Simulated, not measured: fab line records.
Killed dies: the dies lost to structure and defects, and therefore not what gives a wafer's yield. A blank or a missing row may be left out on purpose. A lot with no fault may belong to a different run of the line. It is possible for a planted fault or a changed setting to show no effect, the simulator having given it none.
fab line records	flow n5-finfet
record: lots: 12	wafers: 33	last-day: 18
route steps=1938 shown MOL_CONTACT_COAG@624 BEOL_M0_SAQP@646 BEOL_M4@1111 PASSIVATION@1936
lots that met no fault: from a run of the same line without faults
start-h: start of the lot's first displayed wafer, in hours after the record's first day	wait-h: hours elapsed since this lot's preceding step	" same as the row above	L1.1+2: several wafers, shown together as one row	- no value, or no start given	* or withheld: withheld	< > ~ a bound
route shown NAME@n: a module of which the file shows steps, and the number in the route of the first	usual: mean and standard deviation over wafers with no fault	same: alike in all rows	chamber/n: place in a boat	sites: readings site by site	_std_site: the values' standard deviation	_edge_site: outer sites' mean less inner sites'	radius-mm: how far each site lies from the wafer's centre	mask NAME#n: copy n	behind: the tool/chamber that last shaped the wafer	hold: cause of the lot's hold/its duration in hours/its outcome	device: the transistor (n, p or np) that didn't switch	end of line: the tests these same wafers got at the end of their route	a step with no rows: only its recipe	killed: dies lost to structure and defects at the first sort, not the wafer's yield	map: dies across one wafer; x = killed, . = not, _ = none there
set.NAME: the setting the step ran with; set.NAME@STEP: the setting that earlier step ran with	model.NAME: the simulator's own value behind a step, which no gauge read
the route's steps for a sample of lots (tables are steps, rows are wafers)
services: when a tool's chamber went out of use (start-h, in hours from the record's first day, below 0 if earlier), for how many hours, and the reason
== steps ==
step: N5_MOL_CONTACT_COAG_CVD_140
recipe: material: W	target-thk-a: 665	mode: selective-fill	temp-c: 300	time-s: 215
usual: heater-power-w: 495/48
same: time-s: 215
lot.wafer	tool	chamber	start-h	wait-h	heater-power-w
L498.1	cvd-w-01	1	102.99	0.1	567
L498.2	"	0	"	"	490
L498.3	"	1	"	"	579
L499.1	cvd-w-02	1	110.96	0.1	446
L499.4	"	0	"	"	445
L499.6	"	0	"	"	438
L502.2	cvd-w-02	1	132.11	0.1	474
L502.4	"	0	"	"	449
L502.5	"	0	"	"	449
L505.2	cvd-w-02	1	146.72	0.1	481
L505.3	"	1	"	"	461
L507.3	cvd-w-01	0	157.60	0.1	473
L507.4	"	1	"	"	541
L510.3	cvd-w-02	0	178.99	0.1	442
L510.4	"	1	"	"	468
L510.6	"	0	"	"	439
L511.2	cvd-w-02	0	184.17	0.1	436
L511.3	"	1	"	"	474
L511.4	"	0	"	"	451
L512.3	cvd-w-01	0	192.75	0.1	491
L512.4	"	1	"	"	573
L512.5	"	1	"	"	581
L513.4	cvd-w-02	1	194.70	0.1	471
L513.5	"	0	"	"	442
L517.2	cvd-w-02	0	220.11	0.1	428
L517.4	"	1	"	"	468
L517.6	"	1	"	"	473
L519.1	cvd-w-02	0	227.32	0.1	442
L519.4	"	0	"	"	448
L519.6	"	0	"	"	436
L520.1	cvd-w-02	0	241.58	0.1	451
L520.4	"	1	"	"	473
L520.6	"	1	"	"	472
step: N5_MOL_CONTACT_COAG_CMP_52
recipe: stop-on: SiO2	t-overpolish-s: 1.5	post-cmp-clean: w-dilute-nh4oh	down-force-psi: 4	platen-rpm: 50.289	pad-velocity-m-s: 1.0006	target-thk-nm: 66.5
usual: motor-current-A: 12.1/1.4	overpolish-run-s: 1.500/0.0092	time-to-endpoint-s: 13.3/2.2
lot.wafer	tool	chamber	start-h	wait-h	motor-current-A	overpolish-run-s	time-to-endpoint-s
L498.1	cmp-01	2	103.31	0.0	13.1	1.500	10.9
L498.2	"	3	"	"	13.3	1.493	13.6
L498.3	"	0	"	"	10.6	1.492	15.7
L499.4	cmp-03	1	111.28	0.0	11.4	1.506	10.9
L499.1	"	2	"	"	12.6	1.496	13.2
L499.6	"	2	"	"	11.5	1.484	13.7
L502.2	cmp-01	3	132.43	0.0	13.8	1.506	14.8
L502.4	"	0	"	"	10.5	1.502	14.1
L502.5	"	0	"	"	10.7	1.498	18.5
L505.2	cmp-04	3	147.05	0.0	12.3	1.496	13.8
L505.3	"	0	"	"	10.5	1.502	11.2
L507.3	cmp-03	0	157.89	0.1	13.6	1.500	11.5
L507.4	"	1	"	"	10.9	1.508	9.9
L510.3	cmp-04	2	179.23	0.0	10.8	1.507	17.6
L510.4	"	0	"	"	10.6	1.494	11.6
L510.6	"	3	"	"	12.7	1.483	15.0
L511.4	cmp-01	2	184.50	0.0	13.4	1.498	12.7
L511.3	"	3	"	"	13.5	1.490	13.8
L511.2	"	1	"	"	10.1	1.514	10.2
L512.3	cmp-01	0	192.99	0.0	10.5	1.497	14.0
L512.4	"	1	"	"	10.4	1.499	11.8
L512.5	"	1	"	"	10.2	1.507	10.7
L513.4	cmp-04	1	194.94	0.0	12.6	1.477	14.1
L513.5	"	2	"	"	10.2	1.506	16.3
L517.2	cmp-01	3	220.43	0.0	13.9	1.493	15.0
L517.4	"	2	"	"	13.1	1.484	13.8
L517.6	"	3	"	"	13.8	1.514	16.9
L519.1	cmp-04	1	227.67	0.1	13.1	1.497	14.8
L519.4	"	2	"	"	10.4	1.509	18.6
L519.6	"	1	"	"	12.5	1.512	14.5
L520.4	cmp-01	1	241.90	0.0	10.2	1.504	12.4
L520.1	"	3	"	"	13.5	1.489	15.2
L520.6	"	1	"	"	10.6	1.509	11.8
step: N5_BEOL_M0_SAQP_EXPOSE_11
recipe: mask-id: M0_CORE	na: 1.35	source-shape: dipole	sigma-inner: 0.538	sigma-outer: 0.738	polarization: te	target-cd-nm: 42	dose-mj: 55
lot.wafer	tool	chamber	start-h	wait-h	mask
L498.1+2+3	arfi-scanner-03	0	108.28	-	M0_CORE#0
L499.1+4+6	arfi-scanner-03	0	115.87	-	M0_CORE#0
L502.2+4+5	arfi-scanner-03	0	137.34	-	M0_CORE#0
L505.2+3	arfi-scanner-02	0	154.67	-	M0_CORE#0
L507.3+4	arfi-scanner-01	0	162.95	-	M0_CORE#0
L510.3+4+6	arfi-scanner-03	0	184.86	-	M0_CORE#0
L511.2+3+4	arfi-scanner-03	0	190.21	-	M0_CORE#0
L512.3+4+5	arfi-scanner-01	0	197.81	-	M0_CORE#0
L513.4+5	arfi-scanner-02	0	200.87	-	M0_CORE#0
L517.2+4+6	arfi-scanner-01	0	226.14	-	M0_CORE#0
L519.1+4+6	arfi-scanner-01	0	231.95	-	M0_CORE#0
L520.1+4+6	arfi-scanner-01	0	246.27	-	M0_CORE#0
step: N5_BEOL_M0_SAQP_OVL_MEAS_15
recipe: points-per-wafer: 44
usual: M0_CORE_OVL: 0.5/0.87
lot.wafer	tool	chamber	start-h	wait-h	M0_CORE_OVL[nm]
L498.1	overlay-01	0	108.44	0.0	-0.9
L498.2	"	0	"	"	0.2
L498.3	"	0	"	"	-0.5
L499.1	overlay-02	0	116.03	0.0	-1.2
L499.4	"	0	"	"	-0.6
L499.6	"	0	"	"	-1.2
L502.2	overlay-02	0	137.49	0.0	0.8
L502.4	"	0	"	"	0.4
L502.5	"	0	"	"	1.5
L505.2	overlay-01	0	154.82	0.0	-0.1
L505.3	"	0	"	"	0.6
L507.3	overlay-02	0	163.09	0.0	-1.0
L507.4	"	0	"	"	-0.4
L510.3	overlay-01	0	185.00	0.0	21.2
L510.4	"	0	"	"	19.2
L510.6	"	0	"	"	19.1
L511.2	overlay-01	0	190.36	0.0	20.7
L511.3	"	0	"	"	20.7
L511.4	"	0	"	"	19.6
L512.3	overlay-01	0	197.96	0.0	1.1
L512.4	"	0	"	"	1.5
L512.5	"	0	"	"	0.4
L513.4	overlay-02	0	201.01	0.0	-0.1
L513.5	"	0	"	"	0.5
L517.2	overlay-02	0	226.30	0.0	1.3
L517.4	"	0	"	"	0.1
L517.6	"	0	"	"	0.9
L519.1	overlay-01	0	232.11	0.0	1.1
L519.4	"	0	"	"	2.3
L519.6	"	0	"	"	1.9
L520.1	overlay-02	0	246.43	0.0	1.8
L520.4	"	0	"	"	2.8
L520.6	"	0	"	"	2.6
step: N5_BEOL_M0_SAQP_RECESS_114
recipe: chemistry: HF/NH3	target: SiO2	target-depth-a: 144	afs-cycles: 3	temp-c: 30	sublimation-temp-c: 180	sublimation-time-s: 60
usual: drypump-motor-current-A: 6.0/0.38
lot.wafer	tool	chamber	start-h	wait-h	drypump-motor-current-A
L498.1	vapor-etch-01	1	109.00	0.0	5.5
L498.2	"	0	"	"	6.4
L498.3	"	1	"	"	5.5
L499.1	vapor-etch-01	1	116.59	0.0	5.5
L499.4	"	1	"	"	5.5
L499.6	"	1	"	"	5.5
L502.2	vapor-etch-02	1	138.29	0.0	5.8
L502.4	"	1	"	"	5.8
L502.5	"	1	"	"	5.8
L505.2	vapor-etch-01	1	155.39	0.0	5.5
L505.3	"	1	"	"	5.5
L507.3	vapor-etch-01	0	164.18	0.1	6.3
L507.4	"	1	"	"	5.4
L510.3	vapor-etch-01	1	185.72	0.1	5.4
L510.4	"	0	"	"	6.3
L510.6	"	0	"	"	6.4
L511.2	vapor-etch-02	1	191.04	0.0	5.8
L511.3	"	0	"	"	6.3
L511.4	"	1	"	"	5.8
L512.3	vapor-etch-01	0	198.64	0.1	6.3
L512.4	"	1	"	"	5.5
L512.5	"	1	"	"	5.4
L513.4	vapor-etch-01	1	201.70	0.1	5.5
L513.5	"	0	"	"	6.3
L517.2	vapor-etch-02	0	227.42	0.0	6.3
L517.4	"	0	"	"	6.3
L517.6	"	1	"	"	5.7
L519.1	vapor-etch-01	1	232.67	0.0	5.5
L519.4	"	0	"	"	6.3
L519.6	"	0	"	"	6.3
L520.1	vapor-etch-02	0	246.99	0.0	6.3
L520.4	"	1	"	"	5.8
L520.6	"	1	"	"	5.8
step: N5_BEOL_M4_RC_MEAS_101
usual: DIBL_N: 37.4/2.1	DIBL_P: 37.8/2.5	IOFF_N: 0.19/0.045	IOFF_P: 0.24/0.05	ION_N: 682/16	ION_P: 467/11	SS_N: 71.9/0.67	SS_P: 73.6/0.76	VT_N: 247/3.6	VT_P: -248/3.6
lot.wafer	tool	chamber	start-h	wait-h	DIBL_N[mV/V]	DIBL_P[mV/V]	IOFF_N[nA/um]	IOFF_P[nA/um]	ION_N[uA/um]	ION_P[uA/um]	SS_N[mV/dec]	SS_P[mV/dec]	VT_N[mV]	VT_P[mV]
L498.1	prober-01	0	157.99	0.0	36.8	38.7	0.19	0.25	670	461	72.3	75.0	249	-249
L498.2	"	0	"	"	37.8	39.0	0.23	0.27	679	460	72.1	74.4	246	-247
L498.3	"	0	"	"	33.9	34.3	0.14	0.17	664	451	71.3	72.5	251	-252
L499.1	prober-02	0	164.85	0.0	38.1	39.5	0.21	0.28	690	475	71.5	73.1	244	-245
L499.4	"	0	"	"	38.6	39.0	0.22	0.29	698	479	71.9	73.1	243	-244
L499.6	"	0	"	"	36.7	37.9	0.19	0.28	696	477	71.7	72.5	241	-243
L502.2	prober-02	0	197.43	0.2	36.7	36.8	0.16	0.21	680	463	71.6	72.6	250	-251
L502.4	"	0	"	"	37.8	38.5	0.19	0.25	689	465	72.7	73.0	248	-250
L502.5	"	0	"	"	39.9	39.8	0.22	0.29	668	458	73.3	74.1	246	-246
L505.2	prober-02	0	215.91	0.2	38.6	38.7	0.20	0.21	692	458	72.2	74.4	246	-255
L505.3	"	0	"	"	36.3	36.8	0.16	0.19	667	448	72.1	73.4	246	-254
L507.3	prober-01	0	216.33	0.3	40.0	40.1	0.23	0.26	670	451	72.4	74.1	248	-248
L507.4	"	0	"	"	35.1	36.0	0.15	0.21	684	467	70.8	72.1	247	-249
L510.3	prober-01	0	245.91	0.3	41.3	43.0	0.24	0.33	676	463	72.7	74.0	245	-246
L510.4	"	0	"	"	40.2	42.4	0.24	0.32	695	479	72.9	74.7	245	-247
L510.6	"	0	"	"	39.6	40.5	0.23	0.28	713	481	72.3	74.7	245	-246
L511.2	prober-02	0	254.80	1.0	34.6	33.4	0.14	0.15	664	440	71.1	73.0	254	-256
L511.3	"	0	"	"	38.8	39.6	0.23	0.23	696	459	72.3	74.1	244	-251
L511.4	"	0	"	"	39.8	42.2	0.24	0.29	681	457	71.7	74.8	244	-248
L512.3	prober-02	0	259.51	0.3	38.9	38.7	0.21	0.27	671	464	72.6	74.2	245	-245
L512.4	"	0	"	"	41.0	41.4	0.25	0.33	671	463	73.6	75.0	244	-241
L512.5	"	0	"	"	38.5	37.7	0.21	0.26	693	470	73.0	73.8	244	-244
L513.4	prober-01	0	261.76	0.5	40.4	40.0	0.24	0.29	675	460	72.8	74.3	248	-247
L513.5	"	0	"	"	39.0	38.3	0.19	0.26	662	456	73.4	74.4	250	-251
L517.2	prober-01	0	292.49	0.2	35.8	34.2	0.13	0.18	677	471	70.6	72.6	252	-251
L517.4	"	0	"	"	36.1	33.9	0.14	0.19	681	471	70.8	72.5	251	-250
L517.6	"	0	"	"	38.4	36.6	0.16	0.22	673	465	71.3	73.1	252	-249
L519.1	prober-02	0	299.62	0.0	31.5	31.3	0.10	0.15	654	459	70.0	71.4	254	-254
L519.4	"	0	"	"	34.3	34.7	0.14	0.19	665	465	71.4	72.7	250	-248
L519.6	"	0	"	"	34.5	35.4	0.14	0.20	667	463	71.7	72.8	250	-251
L520.1	prober-01	0	315.96	0.0	36.1	36.7	0.15	0.20	659	448	71.9	72.8	251	-252
L520.4	"	0	"	"	35.7	36.4	0.15	0.21	656	452	71.4	73.3	248	-249
L520.6	"	0	"	"	35.1	36.8	0.14	0.21	673	461	72.2	73.0	250	-252
step: N5_PASSIVATION_PROBE_49
usual: defect-limited-yield: 90.9/1.6	killed_at_M0_to_M3: 34/10	killed_at_M4_up: 13/5.4	killed-at-contacts: 13/6	killed-at-front-end: 42/13	killed-at-other: 4/3.2	killed-dies: 107/18	killed-open: 69/14	killed-short: 35/7.7	sort_bin_5_function: 5.3/1	sort_bin_6_memory: 3.3/0.75	sort-n-pass: 1073/19	sort-yield-pct: 90.9/1.6
same: gross-dies: 1180	killed-at-back-side: 0	sort_bin_4_leakage[%]: 0	sort_bin_8_speed[%]: 0
lot.wafer	tool	chamber	start-h	wait-h	defect-limited-yield[%]	killed_at_M0_to_M3	killed_at_M4_up	killed-at-contacts	killed-at-front-end	killed-at-other	killed-dies	killed-open	killed-short	sort_bin_5_function[%]	sort_bin_6_memory[%]	sort-n-pass	sort-yield-pct[%]
L498.1	prober-02	-	265.70	0.0	92.1	25	26	9	33	0	93	61	28	4.9	2.8	1087	92.1
L498.2	prober-02	-	265.75	0.1	92.0	23	10	17	43	1	94	54	39	4.1	3.2	1086	92.0
L498.3	prober-02	-	265.80	0.1	91.2	29	18	25	30	2	104	67	33	5.5	3.0	1076	91.2
L502.2	prober-02	-	294.51	0.1	91.6	27	11	18	40	3	99	58	31	4.7	2.6	1081	91.6
L502.4	prober-02	-	294.61	0.2	90.8	46	3	3	56	1	109	69	34	5.8	3.2	1071	90.8
L502.5	prober-02	-	294.66	0.2	91.2	22	7	15	59	1	104	72	29	5.0	3.5	1076	91.2
L507.3	prober-02	-	312.71	0.1	93.1	25	19	5	25	7	81	44	35	4.0	2.4	1099	93.1
L507.4	prober-02	-	312.76	0.2	94.0	26	15	2	24	4	71	40	30	3.7	2.1	1109	94.0
L505.2	prober-02	-	315.63	0.1	90.3	29	8	7	69	2	115	86	29	5.6	4.1	1065	90.3
L505.3	prober-02	-	315.68	0.1	90.3	45	16	15	36	2	114	69	42	5.8	3.5	1066	90.3
L520.1	prober-01	-	424.68	0.0	89.8	55	17	8	38	2	120	87	27	5.2	4.2	1060	89.8
L520.4	prober-01	-	424.83	0.2	88.6	43	21	13	56	2	135	78	53	6.9	3.6	1045	88.6
L520.6	prober-01	-	424.93	0.3	88.7	54	15	18	42	4	133	86	38	6.9	3.6	1047	88.7
killed by level:class
L498.1 STI_FIN_REVEAL:geometric-particle:open=10 FIN_SAQP:geometric-particle:open=7 MOL_CONTACT_COAG:geometric-particle:open=7 BEOL_M4:geometric-particle:open=7 FIN_SAQP:geometric-particle:short=6 BEOL_M0_SAQP:geometric-particle:open=6 BEOL_M0_SAQP:geometric-particle:short=6 BEOL_M1:geometric-particle:open=6
L498.2 MOL_CONTACT_COAG:geometric-particle:open=12 FIN_SAQP:geometric-particle:short=11 STI_FIN_REVEAL:geometric-particle:open=8 FIN_SAQP:geometric-particle:open=7 MOL_CONTACT_COAG:geometric-particle:short=5 BEOL_M0_SAQP:geometric-particle:open=5 BEOL_M0_SAQP:geometric-particle:short=5 BEOL_M5:geometric-particle:open=4
L498.3 MOL_CONTACT_COAG:geometric-particle:open=21 BEOL_M0_SAQP:geometric-particle:short=9 STI_FIN_REVEAL:geometric-particle:open=7 BEOL_M4:geometric-particle:open=7 BEOL_M1:geometric-particle:open=7 FIN_SAQP:geometric-particle:open=5 FIN_SAQP:geometric-particle:short=5 MOL_CONTACT_COAG:geometric-particle:short=4
L502.2 MOL_CONTACT_COAG:geometric-particle:open=14 BEOL_M2:geometric-particle:open=11 HKMG_FIN:area-etch=8 STI_FIN_REVEAL:geometric-particle:open=7 BEOL_M0_SAQP:geometric-particle:short=5 BEOL_M5:geometric-particle:open=5 FIN_SAQP:geometric-particle:open=4 STI_FIN_REVEAL:geometric-particle:short=4
L502.4 FIN_SAQP:geometric-particle:open=18 STI_FIN_REVEAL:geometric-particle:open=13 BEOL_M2:geometric-particle:open=10 FIN_SAQP:geometric-particle:short=7 BEOL_M1:geometric-particle:open=7 BEOL_M2:geometric-particle:short=6 BEOL_M0_SAQP:geometric-particle:short=5 STARTING-WAFER:geometric-particle:short=5
L502.5 FIN_SAQP:geometric-particle:open=25 FIN_SAQP:geometric-particle:short=11 MOL_CONTACT_COAG:geometric-particle:open=11 BEOL_M2:geometric-particle:open=10 STI_FIN_REVEAL:geometric-particle:open=6 GATE_CUT:geometric-particle:short=4 BEOL_M1:geometric-particle:open=4 GATE_CUT:geometric-particle:open=3
L507.3 BEOL_M0_SAQP:geometric-particle:open=6 BEOL_M0_SAQP:geometric-particle:short=6 BEOL_M2:geometric-particle:open=5 BEOL_M4:geometric-particle:open=5 ILD0:geometric-particle:open=4 BEOL_M4:geometric-particle:short=4 FIN_SAQP:geometric-particle:short=3 DUMMY_GATE:geometric-particle:open=3
L507.4 BEOL_M0_SAQP:geometric-particle:open=7 FIN_SAQP:geometric-particle:short=5 BEOL_M0_SAQP:geometric-particle:short=5 BEOL_M4:geometric-particle:open=5 STARTING-WAFER:geometric-particle:short=5 FIN_SAQP:geometric-particle:open=4 BEOL_M1:geometric-particle:open=4 BEOL_M3:geometric-particle:open=4
L505.2 STI_FIN_REVEAL:geometric-particle:open=33 STI_FIN_REVEAL:geometric-particle:short=9 FIN_SAQP:geometric-particle:short=8 FIN_SAQP:geometric-particle:open=7 BEOL_M1:geometric-particle:open=6 BEOL_M0_SAQP:geometric-particle:open=5 BEOL_M0:geometric-particle:open=5 BEOL_M2:geometric-particle:open=5
L505.3 BEOL_M0_SAQP:geometric-particle:short=10 MOL_CONTACT_COAG:geometric-particle:open=10 BEOL_M0_SAQP:geometric-particle:open=9 STI_FIN_REVEAL:geometric-particle:open=8 BEOL_M3:geometric-particle:open=7 BEOL_M4:geometric-particle:open=7 FIN_SAQP:geometric-particle:open=6 BEOL_M0:geometric-particle:short=6
L520.1 BEOL_M2:geometric-particle:open=18 BEOL_M0_SAQP:geometric-particle:open=10 FIN_SAQP:geometric-particle:open=8 BEOL_M4:geometric-particle:open=8 MOL_CONTACT_COAG:geometric-particle:open=7 BEOL_M1:geometric-particle:open=7 STI_FIN_REVEAL:geometric-particle:open=6 BEOL_M0_SAQP:geometric-particle:short=5
L520.4 BEOL_M0_SAQP:geometric-particle:short=13 FIN_SAQP:geometric-particle:open=10 STI_FIN_REVEAL:geometric-particle:open=10 BEOL_M4:geometric-particle:open=10 FIN_SAQP:geometric-particle:short=9 BEOL_M0_SAQP:geometric-particle:open=9 BEOL_M2:geometric-particle:open=9 MOL_CONTACT_COAG:geometric-particle:open=8
L520.6 BEOL_M0_SAQP:geometric-particle:open=15 MOL_CONTACT_COAG:geometric-particle:open=13 BEOL_M0_SAQP:geometric-particle:short=13 BEOL_M4:geometric-particle:open=10 BEOL_M2:geometric-particle:open=9 DUMMY_GATE:geometric-particle:open=7 FIN_SAQP:geometric-particle:open=5 STI_FIN_REVEAL:geometric-particle:open=5
== services ==
tool	chamber	start-h	hours	kind
arfi-scanner-01	-	83.93	1.0	pm
cmp-03	-	95.47	2.7	repair
arfi-scanner-03	-	111.83	0.8	pm
cmp-01	-	112.97	4.0	pm
cmp-01	-	116.97	6.3	pm
arfi-scanner-01	-	128.22	0.3	repair
cmp-04	-	146.17	0.8	repair
cmp-01	-	147.64	1.0	repair
arfi-scanner-03	-	149.99	1.0	pm
arfi-scanner-03	-	152.13	4.9	pm
arfi-scanner-03	-	158.82	1.3	pm
cvd-w-02	1	164.06	4.4	repair
cvd-w-01	-	173.85	14.6	pm
arfi-scanner-01	-	179.23	1.3	pm
arfi-scanner-01	-	191.54	1.0	pm
cmp-01	-	195.35	3.5	repair
cmp-04	-	199.06	17.2	pm
arfi-scanner-01	-	217.25	0.8	pm
cmp-04	-	224.79	1.5	repair
cmp-01	-	228.23	0.9	repair
cmp-01	-	230.09	1.5	repair
arfi-scanner-03	-	230.26	1.0	pm
arfi-scanner-03	-	231.85	0.7	repair
vapor-etch-02	-	236.19	0.5	repair
== key ==
first-sign: step: N5_BEOL_M0_SAQP_OVL_MEAS_15	reading: M0_CORE_OVL	direction: up	sigmas: 23	usual: 0.5	struck: 20.1
effect none on later readings
met-at N5_BEOL_M0_SAQP_EXPOSE_11
struck-lots L510,L511
rows-end L510.3,L510.4,L510.6,L511.2,L511.3,L511.4
not-acting-at N5_MOL_CONTACT_COAG_CVD_140,N5_MOL_CONTACT_COAG_CMP_52,N5_BEOL_M0_SAQP_RECESS_114
onset-between 137.34 184.86
fault: kind: scanner-matching-overlay	tool: arfi-scanner-03	chamber: -	onset-h: 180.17	steps: N5_BEOL_M0_SAQP_EXPOSE_11	offset: 19.148
rows-end: these wafers met a further fault down the route, and their rows from its step on are left out
